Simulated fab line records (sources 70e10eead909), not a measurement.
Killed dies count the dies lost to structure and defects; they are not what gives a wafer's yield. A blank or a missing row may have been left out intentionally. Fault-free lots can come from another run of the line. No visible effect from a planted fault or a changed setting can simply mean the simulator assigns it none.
fab line records ; flow nand-harc
record: lots: 6; wafers: 18; last-day: 32
route steps=1302 shown P_STI@92 P_GATE@110 END@1302
lots with no fault: from the same line, run without faults
start-h: hours from the record's first day to the start of the lot's first wafer shown ; wait-h: hours elapsed since this lot's preceding step ; " the same as in the row above ; L1.1+2: a single row standing in for several wafers ; - no value, or no start was given ; * or withheld: withheld ; < > ~ a bound
route shown NAME@n: names a module that has steps shown in the file, with the first one's number in the route ; usual: average and standard deviation across the fault-free wafers ; same: alike in all rows ; chamber/n: place in a boat ; sites: per-site readings ; _std_site: the values' standard deviation ; _edge_site: mean of outer sites minus mean of inner sites ; radius-mm: how far each site lies from the wafer's centre ; mask NAME#n: copy n ; behind: the tool/chamber that last shaped the wafer ; hold: reason for holding the lot/hours on hold/outcome of the hold ; device: transistor that didn't switch, given as n, p or np ; end of line: the tests these same wafers got at the end of their route ; a step with no rows: only its recipe ; killed: the dies lost at the first sort to structure and to defects; this is not the yield of the wafer ; map: a wafer's dies, marking killed ones x, the rest . and places with no die _
set.NAME: the setting as run; set.NAME@STEP: as run at that earlier step ; model.NAME: the simulator's own value behind a step, which no gauge read
lots at selected steps of the route; one table per step, one row per wafer
services: a tool's chamber out of use, with start hour (start-h, from the record's first day; less than 0 if before it), hours out, and reason
== steps ==
step: NHARC_P_STI_OCD_MEAS_17
usual: trench-depth-nm: 302/3.9; trench-foot-cd-nm: 158.1/2
lot.wafer;tool;chamber;start-h;wait-h;trench-depth-nm;trench-foot-cd-nm
L781.1;ocd-02;-;45.30;0.1;297;161.4
L781.2;ocd-02;-;45.30;0.1;301;157.1
L781.3;ocd-02;-;45.30;0.1;301;160.3
L782.1;ocd-02;-;56.93;0.1;297;157.9
L782.2;ocd-02;-;56.93;0.1;299;158.2
L782.5;ocd-02;-;56.93;0.1;306;158.2
L792.1;ocd-01;-;153.22;0.1;301;161.7
L792.3;ocd-01;-;153.22;0.1;303;162.9
L792.4;ocd-01;-;153.22;0.1;306;161.1
L793.3;ocd-02;-;165.10;0.1;304;160.8
L793.5;ocd-02;-;165.10;0.1;304;159.0
L793.6;ocd-02;-;165.10;0.1;304;159.0
L799.2;ocd-02;-;224.01;0.1;304;160.9
L799.4;ocd-02;-;224.01;0.1;301;158.8
L799.6;ocd-02;-;224.01;0.1;302;158.2
L802.2;ocd-02;-;257.30;0.1;302;163.2
L802.3;ocd-02;-;257.30;0.1;303;159.6
L802.5;ocd-02;-;257.30;0.1;304;156.4
step: NHARC_P_STI_STRIP_19
recipe: time-s: 900; temp-c: 130; chemistry: SPM
step: NHARC_P_STI_PRECLEAN_32
recipe: time-s: *; temp-c: 50; bath-age-min: 0; chemistry: SC1
step: NHARC_P_STI_SRD_23
step: NHARC_P_STI_OCD_MEAS_43
usual: trench-depth-nm: 302/3.9; trench-foot-cd-nm: 158.1/2
lot.wafer;tool;chamber;start-h;wait-h;trench-depth-nm;trench-foot-cd-nm
L781.1;ocd-01;-;45.82;-;297;161.0
L781.2;ocd-01;-;45.82;-;301;157.0
L781.3;ocd-01;-;45.82;-;302;160.6
L782.1;ocd-02;-;57.44;-;297;158.0
L782.2;ocd-02;-;57.44;-;299;158.0
L782.5;ocd-02;-;57.44;-;306;157.7
L792.1;ocd-02;-;153.72;-;301;162.0
L792.3;ocd-02;-;153.72;-;303;163.2
L792.4;ocd-02;-;153.72;-;306;161.1
L793.3;ocd-01;-;165.61;-;304;160.7
L793.5;ocd-01;-;165.61;-;304;158.0
L793.6;ocd-01;-;165.61;-;303;159.0
L799.2;ocd-01;-;224.53;-;304;161.3
L799.4;ocd-01;-;224.53;-;300;159.0
L799.6;ocd-01;-;224.53;-;303;157.9
L802.2;ocd-01;-;257.81;-;301;162.8
L802.3;ocd-01;-;257.81;-;303;158.8
L802.5;ocd-01;-;257.81;-;304;156.4
step: NHARC_P_STI_OXIDE_33
recipe: target-thk-a: 100; temp-c: 1000; ox-time-s: 281; material: SiO2
step: NHARC_P_STI_HDPCVD_20
recipe: target-thk-a: withheld; sigma-open-frac: withheld; material: SiO2
step: NHARC_P_STI_ANNEAL_34
recipe: temp-c: 1000; time-s: 1800
step: NHARC_P_STI_CMP_21
recipe: t-overpolish-s: 20; target-thk-nm: 380.67
usual: motor-current-A: 12.3/1.2; overpolish-run-s: 20.001/0.0087; pad-life-wafers: 186/99
lot.wafer;tool;chamber;start-h;wait-h;motor-current-A;overpolish-run-s;pad-life-wafers
L781.2;cmp-04;2;65.27;0.4;13.1;19.986;204
L781.3;cmp-04;3;65.27;0.4;11.9;19.990;205
L781.1;cmp-04;0;65.27;0.4;14.0;20.007;206
L782.2;cmp-04;2;74.10;0.4;13.7;19.998;234
L782.1;cmp-04;3;74.10;0.4;11.7;20.002;235
L782.5;cmp-04;2;74.10;0.4;13.3;20.007;-
L792.1;cmp-01;3;170.15;0.4;13.8;20.008;252
L792.4;cmp-01;0;170.15;0.4;12.3;20.000;253
L792.3;cmp-01;1;170.15;0.4;11.1;20.014;254
L793.3;cmp-02;0;183.84;0.4;11.5;20.015;174
L793.5;cmp-02;0;183.84;0.4;12.0;19.995;-
L793.6;cmp-02;1;183.84;0.4;13.9;20.005;-
L799.2;cmp-04;2;242.83;0.4;13.7;20.002;127
L799.4;cmp-04;3;242.83;0.4;11.8;20.017;128
L799.6;cmp-04;1;242.83;0.4;10.9;19.999;-
L802.2;cmp-01;2;275.23;0.4;12.5;19.996;290
L802.3;cmp-01;3;275.23;0.4;13.1;19.986;291
L802.5;cmp-01;0;275.23;0.4;12.3;19.996;-
step: NHARC_P_STI_SRD_35
step: NHARC_P_STI_ETCH_36
recipe: target-depth-a: 388; chemistry: dHF; material: SiO2
step: NHARC_P_STI_STRIP_24
recipe: temp-c: 160; chemistry: H3PO4; material: Si3N4
usual: bath-guard-temp-C: 160.0/0.49; temp-c: 159.97/0.16
lot.wafer;tool;chamber;start-h;wait-h;bath-guard-temp-C;temp-c
L781.2;wet-bench-06;1;65.61;0.0;160.3;160.06
L781.3;wet-bench-06;5;65.61;0.0;160.4;160.14
L781.1;wet-bench-06;6;65.61;0.0;159.3;159.94
L782.1;wet-bench-09;1;74.44;0.0;160.4;160.14
L782.2;wet-bench-09;2;74.44;0.0;159.9;159.93
L782.5;wet-bench-09;3;74.44;0.0;160.0;160.11
L792.3;wet-bench-06;5;170.48;0.0;160.3;160.12
L792.1;wet-bench-06;0;170.48;0.0;159.6;159.93
L792.4;wet-bench-06;2;170.48;0.0;160.0;159.99
L793.3;wet-bench-06;0;184.18;0.0;160.5;160.00
L793.5;wet-bench-06;1;184.18;0.0;160.3;160.27
L793.6;wet-bench-06;4;184.18;0.0;159.5;160.05
L799.6;wet-bench-06;7;243.15;0.0;159.4;159.90
L799.4;wet-bench-06;0;243.15;0.0;160.4;160.16
L799.2;wet-bench-06;1;243.15;0.0;160.7;159.99
L802.3;wet-bench-04;0;275.52;0.0;160.0;159.84
L802.2;wet-bench-04;1;275.52;0.0;161.2;160.05
L802.5;wet-bench-04;4;275.52;0.0;159.4;159.94
step: NHARC_P_STI_ETCH_37
recipe: target-depth-a: 110; chemistry: dHF; material: SiO2
step: NHARC_P_STI_PRECLEAN_38
recipe: time-s: *; temp-c: 50; bath-age-min: 0; chemistry: SC1
step: NHARC_P_STI_SRD_39
step: NHARC_P_STI_OXIDE_40
recipe: target-thk-a: 100; temp-c: 900; ox-time-s: 1362; material: SiO2
step: NHARC_P_STI_INSPECT_25
usual: raw-defect-count: 252/100
lot.wafer;tool;chamber;start-h;wait-h;raw-defect-count
L781.1;defect-inspect-01;-;74.03;0.4;213
L781.2;defect-inspect-01;-;74.03;0.4;303
L781.3;defect-inspect-01;-;74.03;0.4;283
L782.1;defect-inspect-01;-;81.89;0.4;183
L782.2;defect-inspect-01;-;81.89;0.4;154
L782.5;defect-inspect-01;-;81.89;0.4;138
L792.1;defect-inspect-01;-;178.64;0.4;1145
L792.3;defect-inspect-01;-;178.64;0.4;1122
L792.4;defect-inspect-01;-;178.64;0.4;1014
L793.3;defect-inspect-02;-;192.25;0.4;1087
L793.5;defect-inspect-02;-;192.25;0.4;1143
L793.6;defect-inspect-02;-;192.25;0.4;1041
L799.2;defect-inspect-02;-;250.60;0.4;178
L799.4;defect-inspect-02;-;250.60;0.4;173
L799.6;defect-inspect-02;-;250.60;0.4;105
L802.2;defect-inspect-02;-;286.23;0.4;463
L802.3;defect-inspect-02;-;286.23;0.4;402
L802.5;defect-inspect-02;-;286.23;0.4;311
step: NHARC_P_GATE_ETCH_69
recipe: target-depth-a: 140; chemistry: dHF; material: SiO2
step: NHARC_P_GATE_PRECLEAN_70
recipe: time-s: *; temp-c: 50; bath-age-min: 0; chemistry: SC1
step: NHARC_P_GATE_SRD_01
step: NHARC_P_GATE_OXIDE_02
recipe: target-thk-a: 375; temp-c: 950; p-h2o-torr: 720; ox-time-s: 365; material: SiO2
step: NHARC_P_GATE_DEHYDRATE_03
recipe: temp-c: 150; time-s: 120
step: NHARC_P_GATE_HMDS_04
recipe: time-s: 30
step: NHARC_P_GATE_COAT_05
recipe: spin-rpm: 4690
step: NHARC_P_GATE_SOFTBAKE_06
recipe: temp-c: 122; time-s: 95
step: NHARC_P_GATE_EBR_07
step: NHARC_P_GATE_EXPOSE_08
recipe: na: 0.6; dose-mj: 16.75; mask-id: P_HV
step: NHARC_P_GATE_PEB_09
recipe: peb-temp-c: 118; peb-time-s: 85
step: NHARC_P_GATE_DEVELOP_10
recipe: time-s: 70
step: NHARC_P_GATE_CD_MEAS_11
recipe: target-cd-nm: 1640; landing-energy-ev: 500
usual: cd-nm: 1638.9/2
lot.wafer;tool;chamber;start-h;wait-h;cd-nm
L781.1;cd-sem-03;0;82.31;-;1639.4
L781.2;cd-sem-03;0;82.31;-;1638.0
L781.3;cd-sem-03;0;82.31;-;1635.9
L782.1;cd-sem-03;0;90.67;-;1641.8
L782.2;cd-sem-03;0;90.67;-;1639.2
L782.5;cd-sem-03;0;90.67;-;1641.5
L792.1;cd-sem-02;0;186.99;-;1634.5
L792.3;cd-sem-02;0;186.99;-;1639.9
L792.4;cd-sem-02;0;186.99;-;1641.6
L793.3;cd-sem-03;0;200.76;-;1640.0
L793.5;cd-sem-03;0;200.76;-;1639.8
L793.6;cd-sem-03;0;200.76;-;1637.5
L799.2;cd-sem-02;0;258.98;-;1640.7
L799.4;cd-sem-02;0;258.98;-;1639.3
L799.6;cd-sem-02;0;258.98;-;1638.3
L802.2;cd-sem-02;0;294.58;-;1637.0
L802.3;cd-sem-02;0;294.58;-;1636.7
L802.5;cd-sem-02;0;294.58;-;1638.3
step: NHARC_P_GATE_HARDBAKE_12
recipe: temp-c: 125; time-s: 80
step: NHARC_P_GATE_DESCUM_13
recipe: time-s: 3; o2-flow-sccm: 200; ar-flow-sccm: 0; bias-power-w: 0; chemistry: O2
usual: drypump-motor-current-A: 5.6/0.4; oes-product-au: 0.997/0.01; rf-vpp-V: 57.7/0.92; showerhead-plenum-p-Torr: 1.91/0.07; throttle-valve-pct: 11.312/0.0091
lot.wafer;tool;chamber;start-h;wait-h;drypump-motor-current-A;oes-product-au;rf-hours-counter-h;rf-vpp-V;showerhead-plenum-p-Torr;throttle-valve-pct
L781.3;rie-diel-09;0;82.47;-;5.8;1.012;6.0;56.7;1.86;11.312
L781.2;rie-diel-09;1;82.47;-;5.8;0.985;5.6;57.0;2.03;11.303
L781.1;rie-diel-09;3;82.47;-;5.1;1.001;5.4;57.0;1.83;11.304
L782.1;rie-diel-02;3;90.85;-;5.2;0.988;2.2;58.6;2.00;11.314
L782.2;rie-diel-02;0;90.85;-;5.5;0.998;1.5;55.6;2.03;11.308
L782.5;rie-diel-02;3;90.85;-;5.2;0.984;-;57.7;2.00;11.312
L792.1;rie-diel-04;2;187.15;-;5.7;0.995;0;56.4;1.80;11.320
L792.3;rie-diel-04;0;187.15;-;5.8;1.021;0;58.7;1.92;11.318
L792.4;rie-diel-04;1;187.15;-;6.2;0.989;0;56.6;1.86;11.315
L793.3;rie-diel-02;2;200.95;-;5.4;0.995;7.6;59.0;1.97;11.322
L793.5;rie-diel-02;3;200.95;-;5.2;0.992;-;58.2;2.00;11.327
L793.6;rie-diel-02;0;200.95;-;5.5;0.991;-;59.0;2.03;11.306
L799.4;rie-diel-04;3;259.14;-;5.4;1.015;4.2;57.6;1.94;11.334
L799.2;rie-diel-04;2;259.14;-;5.7;0.994;5.0;57.7;1.80;11.311
L799.6;rie-diel-04;3;259.14;-;5.4;1.022;-;56.2;1.94;11.318
L802.2;rie-diel-02;1;294.74;-;6.3;0.994;3.5;57.9;1.89;11.317
L802.3;rie-diel-02;0;294.74;-;5.5;1.005;4.4;57.0;2.02;11.300
L802.5;rie-diel-02;2;294.74;-;5.5;0.993;-;58.1;1.97;11.319
step: NHARC_P_GATE_ETCH_14
recipe: target-depth-a: 488; chemistry: dHF; material: SiO2
step: NHARC_P_GATE_STRIP_15
recipe: time-s: 780; temp-c: 130; chemistry: SPM
step: NHARC_P_GATE_PRECLEAN_71
recipe: time-s: *; temp-c: 50; bath-age-min: 0; chemistry: SC1
step: NHARC_P_GATE_SRD_72
step: NHARC_P_GATE_OXIDE_16
recipe: target-thk-a: 30; temp-c: 875; ox-time-s: 392; material: SiO2
step: NHARC_P_GATE_CVD_17
recipe: target-thk-a: 1500; temp-c: 620; time-s: 900; material: poly-Si
step: NHARC_P_GATE_HM_DEP_102
recipe: target-thk-a: 1200; temp-c: 400; material: aC
usual: throttle-valve-pct: 35.001/0.0094
lot.wafer;tool;chamber;start-h;wait-h;throttle-valve-pct
L781.1;acl-dep-01;0;96.00;1.1;34.994
L781.2;acl-dep-01;0;96.00;1.1;35.000
L781.3;acl-dep-01;0;96.00;1.1;35.006
L782.1;acl-dep-03;0;103.41;0.4;34.996
L782.2;acl-dep-03;0;103.41;0.4;34.993
L782.5;acl-dep-03;0;103.41;0.4;34.993
L792.1;acl-dep-01;0;201.43;1.8;34.998
L792.3;acl-dep-01;0;201.43;1.8;35.005
L792.4;acl-dep-01;0;201.43;1.8;34.998
L793.3;acl-dep-01;0;213.42;0.6;34.983
L793.5;acl-dep-01;0;213.42;0.6;34.999
L793.6;acl-dep-01;0;213.42;0.6;35.009
L799.2;acl-dep-02;0;272.36;1.3;34.996
L799.4;acl-dep-02;0;272.36;1.3;34.997
L799.6;acl-dep-02;0;272.36;1.3;35.004
L802.2;acl-dep-02;0;309.93;2.9;35.002
L802.3;acl-dep-02;0;309.93;2.9;34.995
L802.5;acl-dep-02;0;309.93;2.9;35.002
step: NHARC_P_GATE_DEP_103
recipe: target-thk-a: 300; target-thk-nm: 30; temp-c: 400; flow-sccm: 200; rf-w: 350; material: SiON
usual: heater-power-w: 738/87
lot.wafer;tool;chamber;start-h;wait-h;heater-power-w
L781.2;pecvd-04;1;96.67;0.5;775
L781.1;pecvd-04;2;96.67;0.5;723
L781.3;pecvd-04;0;96.67;0.5;757
L782.1;pecvd-02;0;104.06;0.6;785
L782.2;pecvd-02;1;104.06;0.6;699
L782.5;pecvd-02;0;104.06;0.6;797
L792.3;pecvd-03;2;202.12;0.4;808
L792.1;pecvd-03;0;202.12;0.4;558
L792.4;pecvd-03;2;202.12;0.4;797
L793.3;pecvd-02;2;213.87;0.3;663
L793.6;pecvd-02;2;213.87;0.3;666
L793.5;pecvd-02;1;213.87;0.3;680
L799.2;pecvd-03;1;272.97;0.5;695
L799.6;pecvd-03;2;272.97;0.5;909
L799.4;pecvd-03;1;272.97;0.5;705
L802.2;pecvd-02;1;310.49;0.5;856
L802.3;pecvd-02;2;310.49;0.5;695
L802.5;pecvd-02;0;310.49;0.5;720
step: NHARC_P_GATE_DEHYDRATE_18
recipe: temp-c: 150; time-s: 120
step: NHARC_P_GATE_INSPECT_28
usual: raw-defect-count: 5.7/2.8
lot.wafer;tool;chamber;start-h;wait-h;raw-defect-count
L781.1;defect-inspect-02;-;97.47;0.0;1
L781.2;defect-inspect-02;-;97.47;0.0;3
L781.3;defect-inspect-02;-;97.47;0.0;2
L782.1;defect-inspect-01;-;104.74;0.0;4
L782.2;defect-inspect-01;-;104.74;0.0;5
L782.5;defect-inspect-01;-;104.74;0.0;9
L792.1;defect-inspect-02;-;202.92;0.0;880
L792.3;defect-inspect-02;-;202.92;0.0;872
L792.4;defect-inspect-02;-;202.92;0.0;817
L793.3;defect-inspect-02;-;214.68;0.0;817
L793.5;defect-inspect-02;-;214.68;0.0;861
L793.6;defect-inspect-02;-;214.68;0.0;835
L799.2;defect-inspect-01;-;273.71;0.0;6
L799.4;defect-inspect-01;-;273.71;0.0;4
L799.6;defect-inspect-01;-;273.71;0.0;11
L802.2;defect-inspect-01;-;311.29;0.0;2
L802.3;defect-inspect-01;-;311.29;0.0;8
L802.5;defect-inspect-01;-;311.29;0.0;8
step: NHARC_END_SORT_01
recipe: temp-c: 25
usual: killed-at-array: 54/21; killed-at-other: 1.0/1.2; killed-at-periphery: 3.6/2.6; killed-dies: 58/20; killed-open: 3.3/1.9; killed-short: 2.6/1.5
same: gross-dies: 677
lot.wafer;tool;chamber;start-h;wait-h;killed-at-array;killed-at-other;killed-at-periphery;killed-dies;killed-open;killed-short
L792.1;prober-02;0;659.89;2.6;54;0;54;108;4;1
L792.3;prober-02;0;661.47;3.1;73;0;100;173;3;2
L792.4;prober-02;0;662.26;3.4;64;0;47;111;3;1
L793.3;prober-02;0;689.03;3.1;18;1;52;71;0;3
L793.5;prober-02;0;690.65;3.7;18;0;101;119;3;1
L793.6;prober-02;0;691.46;4.0;20;1;101;122;5;2
L799.2;prober-02;0;741.34;2.8;54;1;1;56;3;3
L802.2;prober-01;0;771.65;2.8;56;3;5;64;3;2
L802.3;prober-01;0;772.45;3.1;57;3;3;63;4;3
L802.5;prober-01;0;774.06;3.7;54;4;2;60;3;2
killed by level:class
L792.1 P_STI:unspecified=49 A_SLIT:chamber-film-flake=17 A_CHANNEL_HOLE_D1:chamber-film-flake=13 A_STAIRCASE:chamber-film-flake=8 A_M1:chamber-film-flake=4 P_M2:chamber-film-flake=3 A_ZERO_WELL:chamber-film-flake=3 A_CONTACT:chamber-film-flake=3
L792.3 P_STI:unspecified=95 A_SLIT:chamber-film-flake=31 A_CHANNEL_HOLE_D1:chamber-film-flake=27 A_STAIRCASE:chamber-film-flake=7 A_WL_FILL:geometric-particle:open=2 P_CONTACT:geometric-particle:short=1 A_CHANNEL_FILL_D1:geometric-particle:short=1 A_CHANNEL_HOLE_D2:chamber-film-flake=1
L792.4 P_STI:unspecified=43 A_CHANNEL_HOLE_D1:chamber-film-flake=31 A_SLIT:chamber-film-flake=15 A_STAIRCASE:chamber-film-flake=6 P_CONTACT:geometric-particle:open=2 A_ZERO_WELL:chamber-film-flake=2 A_CHANNEL_FILL_D1:chamber-film-flake=2 A_CHANNEL_FILL_D2:chamber-film-flake=2
L793.3 P_STI:unspecified=51 A_CHANNEL_HOLE_D1:chamber-film-flake=6 A_WL_FILL:chamber-film-flake=5 A_CHANNEL_FILL_D2:chamber-film-flake=2 A_DECK1_JOINT:geometric-particle:short=1 A_ONON_D2:geometric-particle:short=1 A_M0:geometric-particle:short=1 P_GATE:chamber-film-flake=1
L793.5 P_STI:unspecified=98 A_CHANNEL_HOLE_D1:chamber-film-flake=5 A_WL_FILL:chamber-film-flake=3 A_STAIRCASE:chamber-film-flake=3 A_SLIT:chamber-film-flake=2 P_GATE:geometric-particle:open=1 A_ONON_D1:geometric-particle:open=1 A_ONON_D1:geometric-particle:short=1
L793.6 P_STI:unspecified=100 A_CHANNEL_HOLE_D1:chamber-film-flake=6 A_WL_FILL:chamber-film-flake=3 A_ONON_D2:geometric-particle:open=2 A_SLIT:chamber-film-flake=2 P_M1:geometric-particle:short=1 A_CHANNEL_HOLE_D2:geometric-particle:short=1 A_CHANNEL_FILL_D2:geometric-particle:open=1
L799.2 A_CHANNEL_HOLE_D2:chamber-film-flake=24 A_SLIT:chamber-film-flake=18 A_STAIRCASE:chamber-film-flake=5 P_M0:geometric-particle:open=1 A_ONON_D1:geometric-particle:short=1 A_CHANNEL_HOLE_D2:geometric-particle:open=1 A_SGD_CUT:geometric-particle:short=1 A_WL_FILL:geometric-particle:short=1
L802.2 A_CHANNEL_HOLE_D1:chamber-film-flake=19 A_CHANNEL_HOLE_D2:chamber-film-flake=13 A_STAIRCASE:chamber-film-flake=10 A_SLIT:chamber-film-flake=8 THIN_TSV:chamber-film-flake=3 P_CONTACT:geometric-particle:open=2 P_ZERO_WELL:chamber-film-flake=2 A_ONON_D1:geometric-particle:open=1
L802.3 A_CHANNEL_HOLE_D1:chamber-film-flake=14 A_SLIT:chamber-film-flake=14 A_CHANNEL_HOLE_D2:chamber-film-flake=13 A_STAIRCASE:chamber-film-flake=8 THIN_TSV:chamber-film-flake=3 A_ONON_D1:geometric-particle:open=2 P_GATE:geometric-particle:short=1 A_ONON_D1:geometric-particle:short=1
L802.5 A_CHANNEL_HOLE_D2:chamber-film-flake=23 A_CHANNEL_HOLE_D1:chamber-film-flake=10 A_SLIT:chamber-film-flake=8 A_STAIRCASE:chamber-film-flake=5 A_CONTACT:chamber-film-flake=3 THIN_TSV:chamber-film-flake=3 A_CHANNEL_FILL_D1:geometric-particle:open=2 A_WL_FILL:geometric-particle:short=2
map L792.3 (x killed, . not)
____________.____________
_________......._________
_______......x...._______
______.............______
_____x.xx....x......_____
____.xxx.............____
____xx.x.............____
___xxx.x..............___
___xxxxxx.............___
__xxxxxxx..............__
__x.xxxxx...x..........__
_xxxx.xx.xx............._
_.xxxxxxx..............._
_.xxxx.................._
_xxxxxxx....x..........._
_..xxx.................._
.....x.x..x..............
...x..x..................
..x.........x..x.........
......x..................
.........................
_.........x............._
_......................._
_........x..xx.........._
_........x.x.x.........._
_......xxxxxxx.x........_
__.....xxxxxxxx........__
__......xxxxxxx........__
___...x.xxxxxxx.......___
___...x.xxxxxxxx......___
____..xxxxxxxxxx.....____
____...xxxxxxxxxx..x.____
_____x.xxxxxxxx....._____
______.xxxxxxxxx...______
_______.xxxxxxxx.._______
_________xx.x.x._________
____________x____________
map L793.6 (x killed, . not)
____________.____________
_________...x..._________
_______..........._______
______.............______
_____..............._____
____...x....x........____
____.................____
___..x.......x........___
___..x......x.........___
__..x..................__
__.....................__
_....x....x............._
_......................._
_...........xxxxxx......_
_.........xxxxxxxxx....._
_....x......xxxxxxxx...._
...........xxxxxxxx.x....
............xxxxxxxx.....
............xxxxxxxx.....
...........xxxxxxxx.x....
...........xxxxxxxxx..x..
_........xxxxxxxxxx....._
_........x.xxxxxxxx....._
_....x......xxxxxxx....._
_.......x..x.xxxxx......_
_........x.....x.x......_
__.........x..x........__
__.....x.........x.....__
___...................___
___...................___
____......x..........____
____.................____
_____..x.x.........._____
______.............______
_______..........._______
_________......._________
____________.____________
== services ==
tool;chamber;start-h;hours;kind
pecvd-02;-;46.00;13.0;pm
acl-dep-02;-;63.90;13.0;pm
pecvd-03;-;70.04;0.3;repair
cmp-01;-;72.93;0.6;repair
cmp-04;-;86.95;0.7;repair
cmp-01;-;87.50;4.0;pm
pecvd-03;1;98.37;4.9;repair
cmp-04;-;112.85;4.0;pm
wet-bench-06;-;114.33;5.5;repair
cmp-01;-;118.46;7.6;repair
pecvd-03;-;129.65;0.3;repair
pecvd-02;0;137.93;23.4;repair
pecvd-03;2;139.73;6.3;repair
rie-diel-02;2;175.33;5.0;repair
cmp-04;-;185.80;0.6;repair
acl-dep-01;-;186.58;13.0;pm
wet-bench-06;-;193.64;8.0;pm
cmp-04;-;210.85;4.0;pm
rie-diel-02;-;216.70;9.0;pm
pecvd-02;-;227.11;13.0;pm
cmp-04;-;260.35;2.3;repair
rie-diel-02;2;284.47;4.8;repair
rie-diel-02;-;304.69;0.1;repair
cmp-04;-;308.85;4.0;pm
== key ==
first-sign: step: NHARC_P_STI_INSPECT_25; reading: raw-defect-count; direction: up; sigmas: 8.1; usual: 252; struck: 1092
effect: step: NHARC_P_GATE_INSPECT_28; reading: raw-defect-count; direction: up; sigmas: 99+; usual: 5.7; struck: 847
effect: step: NHARC_END_SORT_01; reading: killed-at-periphery; direction: up; sigmas: 28; usual: 3.6; struck: 75.8
more-kills-born-at: NHARC_P_STI_STRIP_24@wet-bench-06: 436
met-at NHARC_P_STI_STRIP_24
struck-wafers L792.1,L792.3,L792.4,L793.3,L793.5,L793.6
tester-left-out L792,L793
onset-between 65.61 170.48
fault: kind: chamber-particle-source; tool: wet-bench-06; chamber: -; onset-h: 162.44; steps: NHARC_P_STI_STRIP_24; rate-per-visit-cm2: 1.3237; end-h: 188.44
tester-left-out: of these lots the tester's yield and bins aren't shown, on N5 and GAA mostly nor the transistor test; their killed dies are dies lost to structure and defects alone, not to doping, threshold or leakage, so they don't give the yield
